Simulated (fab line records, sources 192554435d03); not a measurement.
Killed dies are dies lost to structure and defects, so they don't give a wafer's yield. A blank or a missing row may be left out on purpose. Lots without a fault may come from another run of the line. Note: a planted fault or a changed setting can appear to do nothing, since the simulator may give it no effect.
Which of the tools did it? + flow n5Finfet + 24 lots with 72 wafers sampled at 6 steps, on a route of 1938 steps

== WHAT THE GAUGES READ, wafer by wafer ==
The record holds no reading of a measuring or inspecting step that can be judged against a usual standard deviation.

== EACH LOT AND THE TOOL THAT RAN IT (in order: tool; ch and the chambers of the sampled wafers; start) ==
| lot  | N5_BEOL_M3_ETCH_41                           | N5_BEOL_M3_PRE_CLEAN_45     | N5_BEOL_M3_ALD_84                  | N5_BEOL_M3_SPUTTER_79       | N5_BEOL_M3_SPUTTER_94       | N5_BEOL_M3_ANNEAL_51            |
|------|----------------------------------------------|-----------------------------|------------------------------------|-----------------------------|-----------------------------|---------------------------------|
| L075 | rieDiel-01 ch 1,3, day 7 04:14 or earlier    | pvdSputter-01, day 7 04:14  | aldMetal-01 ch 0,3, day 7 04:17    | pvdSputter-02, day 7 05:13  | pvdSputter-02, day 7 06:32  | rtpAnneal-01 ch 0, day 7 07:15  |
| L074 | rieDiel-02 ch 0,3, day 7 04:18 or earlier    | pvdSputter-02, day 7 04:18  | aldMetal-04 ch 0,1, day 7 04:22    | pvdSputter-01, day 7 06:43  | pvdSputter-01, day 7 08:02  | rtpAnneal-01 ch 0, day 7 08:38  |
| L076 | rieDiel-01 ch 1,2,3, day 7 10:28 or earlier  | pvdSputter-02, day 7 10:28  | aldMetal-02 ch 1,2, day 7 10:37    | pvdSputter-02, day 7 11:44  | pvdSputter-02, day 7 13:03  | rtpAnneal-02 ch 0, day 7 13:28  |
| L077 | rieDiel-01 ch 0,1,2, day 8 02:59 or earlier  | pvdSputter-01, day 8 02:59  | aldMetal-04 ch 0,1,3, day 8 03:11  | pvdSputter-02, day 8 04:38  | pvdSputter-02, day 8 05:58  | rtpAnneal-02 ch 0, day 8 06:44  |
| L078 | rieDiel-02 ch 0,1,2, day 8 06:32 or earlier  | pvdSputter-01, day 8 06:32  | aldMetal-01 ch 0,2,3, day 8 06:35  | pvdSputter-01, day 8 07:26  | pvdSputter-01, day 8 08:45  | rtpAnneal-02 ch 0, day 8 09:10  |
| L079 | rieDiel-01 ch 1,2,3, day 8 11:36 or earlier  | pvdSputter-02, day 8 11:36  | aldMetal-02 ch 0,2,3, day 8 11:40  | pvdSputter-02, day 8 12:22  | pvdSputter-02, day 8 13:41  | rtpAnneal-01 ch 0, day 8 14:05  |
| L080 | rieDiel-03 ch 0,1, day 8 18:53 or earlier    | pvdSputter-01, day 8 18:53  | aldMetal-01 ch 1,2,3, day 8 18:58  | pvdSputter-02, day 8 19:48  | pvdSputter-02, day 8 21:07  | rtpAnneal-01 ch 0, day 8 21:32  |
| L081 | rieDiel-01 ch 0,2,3, day 9 04:40 or earlier  | pvdSputter-03, day 9 04:40  | aldMetal-02 ch 0,1, day 9 04:48    | pvdSputter-03, day 9 05:35  | pvdSputter-03, day 9 06:54  | rtpAnneal-01 ch 0, day 9 07:21  |
| L083 | rieDiel-01 ch 0,3, day 9 07:17 or earlier    | pvdSputter-03, day 9 07:17  | aldMetal-04 ch 0,3, day 9 07:22    | pvdSputter-02, day 9 08:19  | pvdSputter-02, day 9 13:28  | rtpAnneal-01 ch 0, day 9 13:59  |
| L082 | rieDiel-01 ch 0,1,3, day 9 07:26 or earlier  | pvdSputter-03, day 9 07:26  | aldMetal-04 ch 1,2,3, day 9 07:34  | pvdSputter-01, day 9 10:17  | pvdSputter-01, day 9 11:37  | rtpAnneal-02 ch 0, day 9 12:07  |
| L084 | rieDiel-01 ch 0,1,3, day 9 14:04 or earlier  | pvdSputter-03, day 9 14:04  | aldMetal-04 ch 1,2,3, day 9 14:07  | pvdSputter-03, day 9 14:49  | pvdSputter-03, day 9 16:08  | rtpAnneal-01 ch 0, day 9 16:40  |
| L086 | rieDiel-01 ch 0,1,3, day 10 01:23 or earlier | pvdSputter-02, day 10 01:23 | aldMetal-04 ch 0,2,3, day 10 01:28 | pvdSputter-01, day 10 02:56 | pvdSputter-01, day 10 04:15 | rtpAnneal-01 ch 0, day 10 04:43 |
| L087 | rieDiel-02 ch 0,1,2, day 10 09:31 or earlier | pvdSputter-03, day 10 09:31 | aldMetal-02 ch 0,1, day 10 09:34   | pvdSputter-03, day 10 10:37 | pvdSputter-03, day 10 11:56 | rtpAnneal-01 ch 0, day 10 12:21 |
| L085 | rieDiel-03 ch 1,2, day 10 12:50 or earlier   | pvdSputter-03, day 10 12:50 | aldMetal-04 ch 0,2,3, day 10 12:53 | pvdSputter-01, day 10 13:47 | pvdSputter-01, day 10 15:07 | rtpAnneal-02 ch 0, day 10 15:31 |
| L088 | rieDiel-03 ch 1,2,3, day 10 15:27 or earlier | pvdSputter-01, day 10 15:27 | aldMetal-01 ch 0,3, day 10 15:31   | pvdSputter-03, day 10 16:19 | pvdSputter-03, day 10 17:38 | rtpAnneal-01 ch 0, day 10 18:05 |
| L089 | rieDiel-01 ch 0,1, day 11 02:05 or earlier   | pvdSputter-03, day 11 02:05 | aldMetal-01 ch 0,2,3, day 11 02:09 | pvdSputter-02, day 11 03:07 | pvdSputter-02, day 11 04:26 | rtpAnneal-02 ch 0, day 11 05:04 |
| L090 | rieDiel-01 ch 1,3, day 11 03:50 or earlier   | pvdSputter-01, day 11 03:50 | aldMetal-02 ch 0,1, day 11 03:55   | pvdSputter-01, day 11 04:46 | pvdSputter-01, day 11 06:05 | rtpAnneal-02 ch 0, day 11 06:36 |
| L091 | rieDiel-01 ch 0,3, day 11 12:34 or earlier   | pvdSputter-03, day 11 12:34 | aldMetal-01 ch 2,3, day 11 12:43   | pvdSputter-01, day 11 13:35 | pvdSputter-01, day 11 14:55 | rtpAnneal-01 ch 0, day 11 15:20 |
| L093 | rieDiel-03 ch 0,3, day 12 02:02 or earlier   | pvdSputter-03, day 12 02:02 | aldMetal-04 ch 1,2, day 12 02:06   | pvdSputter-03, day 12 02:52 | pvdSputter-03, day 12 04:46 | rtpAnneal-02 ch 0, day 12 05:29 |
| L092 | rieDiel-03 ch 2,3, day 12 14:22 or earlier   | pvdSputter-03, day 12 14:22 | aldMetal-04 ch 1,2,3, day 12 14:25 | pvdSputter-02, day 12 15:47 | pvdSputter-02, day 12 17:06 | rtpAnneal-01 ch 0, day 12 17:31 |
| L094 | rieDiel-01 ch 0,2,3, day 12 14:17 or earlier | pvdSputter-03, day 12 14:17 | aldMetal-02 ch 0,2, day 12 14:20   | pvdSputter-01, day 12 15:06 | pvdSputter-01, day 12 16:25 | rtpAnneal-02 ch 0, day 12 16:53 |
| L095 | rieDiel-03 ch 1,2,3, day 12 21:47 or earlier | pvdSputter-01, day 12 21:47 | aldMetal-01 ch 0,3, day 12 22:05   | pvdSputter-03, day 12 23:45 | pvdSputter-03, day 13 01:04 | rtpAnneal-02 ch 0, day 13 01:34 |
| L096 | rieDiel-03 ch 0,1,3, day 13 11:05 or earlier | pvdSputter-01, day 13 11:05 | aldMetal-02 ch 1,3, day 13 11:13   | pvdSputter-03, day 13 12:06 | pvdSputter-03, day 13 13:25 | rtpAnneal-02 ch 0, day 13 13:53 |
| L097 | rieDiel-01 ch 1,2, day 13 18:09 or earlier   | pvdSputter-03, day 13 18:09 | aldMetal-02 ch 0,3, day 13 18:13   | pvdSputter-03, day 13 19:04 | pvdSputter-03, day 13 20:23 | rtpAnneal-02 ch 0, day 13 20:49 |
- N5_BEOL_M3_ETCH_41: etches SiCN in CH3F/O2, target depth 29.9 nm, time 52.5 s.
- N5_BEOL_M3_PRE_CLEAN_45: time 30 s.
- N5_BEOL_M3_ALD_84: deposits TaN, pulse time 2 s, purge time 3 s, co reactant purge time 2 s.
- N5_BEOL_M3_SPUTTER_79: material Cu, target thk 4.5 nm, time 8.29 s.
- N5_BEOL_M3_SPUTTER_94: material Cu, target thk 4.5 nm, time 8.29 s.
- N5_BEOL_M3_ANNEAL_51: time 90 s.

== WHAT THE TOOLS THEMSELVES READ (means of the sampled wafers that have a number; where no wafer has one, the mark that the record gives instead) ==
N5_BEOL_M3_ETCH_41.
| lot  | tool       | O2_flow_sccm (sccm) | chamberPressureMTorr (mTorr) | drypumpMotorCurrentA (A) | mfcArSccm (sccm) | oesProductAu (a.u.) | rfVppV (V) | showerheadPlenumPTorr (Torr) | throttleValvePct (%) |
|------|------------|---------------------|------------------------------|--------------------------|------------------|---------------------|------------|------------------------------|----------------------|
| L075 | rieDiel-01 | 19.95               | 29.978                       | 6.6                      | 150.1            | 0.73                | 298.4      | 2.03                         | 16.43                |
| L074 | rieDiel-02 | 20.00               | 29.984                       | 5.3                      | 150.0            | 0.87                | 297.7      | 2.02                         | 16.15                |
| L076 | rieDiel-01 | 19.99               | 29.998                       | 6.3                      | 149.9            | 0.73                | 296.6      | 1.99                         | 16.49                |
| L077 | rieDiel-01 | 20.04               | 30.007                       | 5.9                      | 149.8            | 0.77                | 297.3      | 1.97                         | 16.30                |
| L078 | rieDiel-02 | 19.97               | 29.987                       | 5.7                      | 150.1            | 0.76                | 295.5      | 1.95                         | 16.27                |
| L079 | rieDiel-01 | 20.03               | 30.005                       | 6.3                      | 150.1            | 0.72                | 296.8      | 1.99                         | 16.51                |
| L080 | rieDiel-03 | 19.91               | 30.029                       | 5.6                      | 150.0            | 0.73                | 297.9      | 2.02                         | 16.75                |
| L081 | rieDiel-01 | 19.99               | 30.007                       | 6.0                      | 149.5            | 0.78                | 297.9      | 2.03                         | 16.48                |
| L083 | rieDiel-01 | 19.98               | 30.009                       | 5.9                      | 150.3            | 0.83                | 297.7      | 2.05                         | 16.22                |
| L082 | rieDiel-01 | 20.03               | 29.996                       | 6.2                      | 149.7            | 0.77                | 297.4      | 2.01                         | 16.25                |
| L084 | rieDiel-01 | 19.95               | 30.039                       | 6.3                      | 150.6            | 0.77                | 297.2      | 2.01                         | 16.26                |
| L086 | rieDiel-01 | 20.00               | 29.993                       | 6.2                      | 150.6            | 0.76                | 297.8      | 2.00                         | 16.28                |
| L087 | rieDiel-02 | 20.07               | 30.008                       | 5.7                      | 150.1            | 0.75                | 295.8      | 1.94                         | 16.29                |
| L085 | rieDiel-03 | 19.98               | 30.011                       | 5.6                      | 149.9            | 0.72                | 295.5      | 1.95                         | 16.59                |
| L088 | rieDiel-03 | 20.01               | 29.956                       | 5.4                      | 149.6            | 0.72                | 296.4      | 1.97                         | 16.54                |
| L089 | rieDiel-01 | 19.96               | 29.998                       | 6.2                      | 149.9            | 0.74                | 296.2      | 1.94                         | 16.13                |
| L090 | rieDiel-01 | 19.98               | 30.022                       | 6.6                      | 149.6            | 0.70                | 296.5      | 2.02                         | 16.47                |
| L091 | rieDiel-01 | 19.98               | 29.994                       | 6.2                      | 150.1            | 0.77                | 297.9      | 2.06                         | 16.45                |
| L093 | rieDiel-03 | 19.98               | 30.023                       | 5.3                      | 149.6            | 0.71                | 297.2      | 1.99                         | 16.61                |
| L092 | rieDiel-03 | 20.05               | 30.000                       | 5.1                      | 150.0            | 0.81                | 296.8      | 1.98                         | 16.35                |
| L094 | rieDiel-01 | 19.98               | 29.979                       | 6.0                      | 149.7            | 0.84                | 297.9      | 2.02                         | 16.36                |
| L095 | rieDiel-03 | 19.96               | 29.983                       | 5.4                      | 150.4            | 0.81                | 296.5      | 1.97                         | 16.40                |
| L096 | rieDiel-03 | 20.00               | 30.017                       | 5.5                      | 150.2            | 0.81                | 296.6      | 1.97                         | 16.49                |
| L097 | rieDiel-01 | 20.00               | 29.992                       | 6.3                      | 150.3            | 0.96                | 299.2      | 2.08                         | 15.95                |

N5_BEOL_M3_PRE_CLEAN_45.
| lot  | tool          | heaterPowerW (W) |
|------|---------------|------------------|
| L075 | pvdSputter-01 | 306              |
| L074 | pvdSputter-02 | 348              |
| L076 | pvdSputter-02 | 362              |
| L077 | pvdSputter-01 | 317              |
| L078 | pvdSputter-01 | 319              |
| L079 | pvdSputter-02 | 345              |
| L080 | pvdSputter-01 | 313              |
| L081 | pvdSputter-03 | 339              |
| L083 | pvdSputter-03 | 335              |
| L082 | pvdSputter-03 | 335              |
| L084 | pvdSputter-03 | 334              |
| L086 | pvdSputter-02 | 328              |
| L087 | pvdSputter-03 | 305              |
| L085 | pvdSputter-03 | 346              |
| L088 | pvdSputter-01 | 303              |
| L089 | pvdSputter-03 | 322              |
| L090 | pvdSputter-01 | 310              |
| L091 | pvdSputter-03 | 327              |
| L093 | pvdSputter-03 | 335              |
| L092 | pvdSputter-03 | 320              |
| L094 | pvdSputter-03 | 353              |
| L095 | pvdSputter-01 | 307              |
| L096 | pvdSputter-01 | 324              |
| L097 | pvdSputter-03 | 322              |

N5_BEOL_M3_ALD_84.
| lot  | tool        | heaterPowerW (W) |
|------|-------------|------------------|
| L075 | aldMetal-01 | 416              |
| L074 | aldMetal-04 | 436              |
| L076 | aldMetal-02 | 399              |
| L077 | aldMetal-04 | 453              |
| L078 | aldMetal-01 | 449              |
| L079 | aldMetal-02 | 396              |
| L080 | aldMetal-01 | 452              |
| L081 | aldMetal-02 | 464              |
| L083 | aldMetal-04 | 462              |
| L082 | aldMetal-04 | 480              |
| L084 | aldMetal-04 | 469              |
| L086 | aldMetal-04 | 467              |
| L087 | aldMetal-02 | 463              |
| L085 | aldMetal-04 | 466              |
| L088 | aldMetal-01 | 415              |
| L089 | aldMetal-01 | 442              |
| L090 | aldMetal-02 | 461              |
| L091 | aldMetal-01 | 478              |
| L093 | aldMetal-04 | 459              |
| L092 | aldMetal-04 | 474              |
| L094 | aldMetal-02 | 390              |
| L095 | aldMetal-01 | 413              |
| L096 | aldMetal-02 | 384              |
| L097 | aldMetal-02 | 392              |

N5_BEOL_M3_SPUTTER_79.
| lot  | tool          | throttleValvePct (%) |
|------|---------------|----------------------|
| L075 | pvdSputter-02 | 29.2                 |
| L074 | pvdSputter-01 | 30.0                 |
| L076 | pvdSputter-02 | 29.4                 |
| L077 | pvdSputter-02 | 29.5                 |
| L078 | pvdSputter-01 | 29.6                 |
| L079 | pvdSputter-02 | 29.8                 |
| L080 | pvdSputter-02 | 28.9                 |
| L081 | pvdSputter-03 | 30.3                 |
| L083 | pvdSputter-02 | 28.1                 |
| L082 | pvdSputter-01 | 30.0                 |
| L084 | pvdSputter-03 | 30.6                 |
| L086 | pvdSputter-01 | 30.0                 |
| L087 | pvdSputter-03 | 30.7                 |
| L085 | pvdSputter-01 | 29.9                 |
| L088 | pvdSputter-03 | 29.5                 |
| L089 | pvdSputter-02 | 29.7                 |
| L090 | pvdSputter-01 | 29.2                 |
| L091 | pvdSputter-01 | 30.5                 |
| L093 | pvdSputter-03 | 30.5                 |
| L092 | pvdSputter-02 | 29.2                 |
| L094 | pvdSputter-01 | 30.3                 |
| L095 | pvdSputter-03 | 30.0                 |
| L096 | pvdSputter-03 | 30.1                 |
| L097 | pvdSputter-03 | 30.3                 |

N5_BEOL_M3_SPUTTER_94.
| lot  | tool          | throttleValvePct (%) |
|------|---------------|----------------------|
| L075 | pvdSputter-02 | 29.4                 |
| L074 | pvdSputter-01 | 30.0                 |
| L076 | pvdSputter-02 | 29.3                 |
| L077 | pvdSputter-02 | 29.5                 |
| L078 | pvdSputter-01 | 29.7                 |
| L079 | pvdSputter-02 | 29.7                 |
| L080 | pvdSputter-02 | 28.8                 |
| L081 | pvdSputter-03 | 30.4                 |
| L083 | pvdSputter-02 | 28.2                 |
| L082 | pvdSputter-01 | 30.0                 |
| L084 | pvdSputter-03 | 30.9                 |
| L086 | pvdSputter-01 | 30.0                 |
| L087 | pvdSputter-03 | 30.7                 |
| L085 | pvdSputter-01 | 30.0                 |
| L088 | pvdSputter-03 | 29.4                 |
| L089 | pvdSputter-02 | 29.9                 |
| L090 | pvdSputter-01 | 29.4                 |
| L091 | pvdSputter-01 | 30.3                 |
| L093 | pvdSputter-03 | 30.8                 |
| L092 | pvdSputter-02 | 29.2                 |
| L094 | pvdSputter-01 | 30.4                 |
| L095 | pvdSputter-03 | 29.9                 |
| L096 | pvdSputter-03 | 30.0                 |
| L097 | pvdSputter-03 | 30.3                 |

N5_BEOL_M3_ANNEAL_51.
| lot  | tool         | wafer_temp_C_max |
|------|--------------|------------------|
| L075 | rtpAnneal-01 | 226.31           |
| L074 | rtpAnneal-01 | 226.33           |
| L076 | rtpAnneal-02 | 226.37           |
| L077 | rtpAnneal-02 | 226.66           |
| L078 | rtpAnneal-02 | 226.80           |
| L079 | rtpAnneal-01 | 226.36           |
| L080 | rtpAnneal-01 | 226.11           |
| L081 | rtpAnneal-01 | 226.52           |
| L083 | rtpAnneal-01 | 226.24           |
| L082 | rtpAnneal-02 | 226.53           |
| L084 | rtpAnneal-01 | 226.10           |
| L086 | rtpAnneal-01 | 226.08           |
| L087 | rtpAnneal-01 | 226.21           |
| L085 | rtpAnneal-02 | 226.26           |
| L088 | rtpAnneal-01 | 226.02           |
| L089 | rtpAnneal-02 | 226.31           |
| L090 | rtpAnneal-02 | 226.48           |
| L091 | rtpAnneal-01 | 226.42           |
| L093 | rtpAnneal-02 | 226.41           |
| L092 | rtpAnneal-01 | 226.40           |
| L094 | rtpAnneal-02 | 226.57           |
| L095 | rtpAnneal-02 | 226.44           |
| L096 | rtpAnneal-02 | 226.81           |
| L097 | rtpAnneal-02 | 226.15           |

== THE ANSWER, worked out from the rows above alone ==
Rule: usual is defined by the lots themselves. Put in order of their means at a reading, lots are off if they are a third of the lots or fewer, leave a main group of 4 or more, and stand apart from it by a gap of 3 or more times the standard deviation of the main group's means; of several such gaps the widest counts. Not used: any main group whose means are identical at the precision the tables above print for the reading. Also off: a lot with no number at a reading for which 4 or more lots have one. Where the step has rows for the other lots, those lots are counted as sound. Order of review: gauges by route order, followed by the tools' own readings, for which a lot's mean as printed above is used. The first step at which some lot is off is used, and at that step the reading that is off furthest; a lot without a number counts as furthest.
Across all readings shown, no lot is off: no conclusion can be drawn from this.

== WHAT THE SIMULATOR HAD PUT IN ==
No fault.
